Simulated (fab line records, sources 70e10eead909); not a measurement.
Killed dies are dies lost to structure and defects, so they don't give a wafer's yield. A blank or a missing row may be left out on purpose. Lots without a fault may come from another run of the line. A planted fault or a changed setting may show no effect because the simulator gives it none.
Chamber matching | flow nand_harc | NHARC_P_ZERO_WELL_DESCUM_26 on rie_diel-11: 4 sister chambers
The step chemistry O2, time 3 s. 4 wafers are shown with their chamber, then 8 later ones without.

WAFERS WITH THEIR CHAMBER
wafer  | chamber | o2_flow_sccm (sccm)
L091.3 | 3       | 200.5
L091.4 | 0       | 199.2
L091.5 | 2       | 200.7
L094.1 | 1       | 199.7

WAFERS WITHOUT THEIR CHAMBER
wafer  | o2_flow_sccm (sccm)
L094.3 | 200.9
L094.6 | 200.7
L096.2 | 200.1
L096.4 | 199.9
L096.5 | 200.0
L097.1 | 200.8
L097.2 | 200.1
L097.6 | 199.3

WHICH CHAMBER EACH WENT THROUGH
wafer  | from the rows above               | in truth
L094.3 | can't be placed: 2 or 3           | 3
L094.6 | can't be placed: 2 or 3           | 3
L096.2 | can't be placed: 1 or 3 or 2 or 0 | 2
L096.4 | can't be placed: 1 or 3 or 0      | 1
L096.5 | can't be placed: 1 or 3 or 2 or 0 | 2
L097.1 | can't be placed: 2 or 3           | 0
L097.2 | can't be placed: 1 or 3 or 2 or 0 | 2
L097.6 | can't be placed: 0 or 1           | 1
Placed correctly: 0 of 8. Can't be placed from these rows: 8 (the true chamber is among the candidates in 7). Placed wrongly: 0.
How it was worked out, from the rows above alone: a wafer's distance from a chamber is the root of the sum, over the readings, of the square of ((its reading less the chamber's mean) divided by the reading's scatter). The wafer belongs to the nearest chamber; if the next one is less than 2 further off, it can't be placed. A chamber's mean is the mean of its shown wafers. The scatter: with one shown wafer a chamber, the root of the mean of the squares of how far each hidden wafer lies from its nearest shown one.
